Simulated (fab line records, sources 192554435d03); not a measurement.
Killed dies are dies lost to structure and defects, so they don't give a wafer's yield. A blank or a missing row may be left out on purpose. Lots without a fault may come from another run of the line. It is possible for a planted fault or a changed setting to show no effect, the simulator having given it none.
Chamber matching / flow n5Finfet / pecvd-02 running N5_BEOL_M6_PECVD_70: 3 sister chambers
The step deposits SiO2 from TEOS/O2, target thk 20 nm, time 22.7 s. 3 wafers are shown with their chamber, then 10 later ones without.

== WAFERS, EACH WITH ITS CHAMBER ==
wafer=L089.1; chamber=1; throttleValvePct (%)=21.7
wafer=L089.4; chamber=0; throttleValvePct (%)=22.7
wafer=L089.5; chamber=2; throttleValvePct (%)=21.7

== WAFERS WITH NO CHAMBER GIVEN ==
wafer=L089.6; throttleValvePct (%)=21.5
wafer=L090.3; throttleValvePct (%)=21.7
wafer=L090.5; throttleValvePct (%)=21.3
wafer=L090.6; throttleValvePct (%)=23.1
wafer=L091.2; throttleValvePct (%)=21.3
wafer=L091.4; throttleValvePct (%)=21.5
wafer=L091.5; throttleValvePct (%)=21.7
wafer=L096.3; throttleValvePct (%)=21.3
wafer=L096.4; throttleValvePct (%)=21.5
wafer=L096.5; throttleValvePct (%)=21.7

== WHICH CHAMBER EACH ONE RAN IN ==
wafer=L089.6; from the rows above=can't be placed: 1 or 2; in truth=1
wafer=L090.3; from the rows above=can't be placed: 1 or 2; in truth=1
wafer=L090.5; from the rows above=can't be placed: 1 or 2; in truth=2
wafer=L090.6; from the rows above=0; in truth=0
wafer=L091.2; from the rows above=can't be placed: 1 or 2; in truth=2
wafer=L091.4; from the rows above=can't be placed: 1 or 2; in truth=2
wafer=L091.5; from the rows above=can't be placed: 1 or 2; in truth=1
wafer=L096.3; from the rows above=can't be placed: 1 or 2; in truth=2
wafer=L096.4; from the rows above=can't be placed: 1 or 2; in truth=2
wafer=L096.5; from the rows above=can't be placed: 1 or 2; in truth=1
Placed correctly: 1 of 10. These rows do not allow placing 9 (true chamber among the candidates in 9). Placed wrongly: 0.
How it was worked out, from the rows above alone: a wafer's distance from a chamber is the root of the sum, over the readings, of the square of ((its reading less the chamber's mean) divided by the reading's scatter). The wafer belongs to the nearest chamber; if the next one is less than 2 further off, it can't be placed. A chamber's mean is the mean of its shown wafers. The scatter (one wafer shown for each chamber): square how far every hidden wafer sits from the nearest shown wafer, average those squares and take the square root.
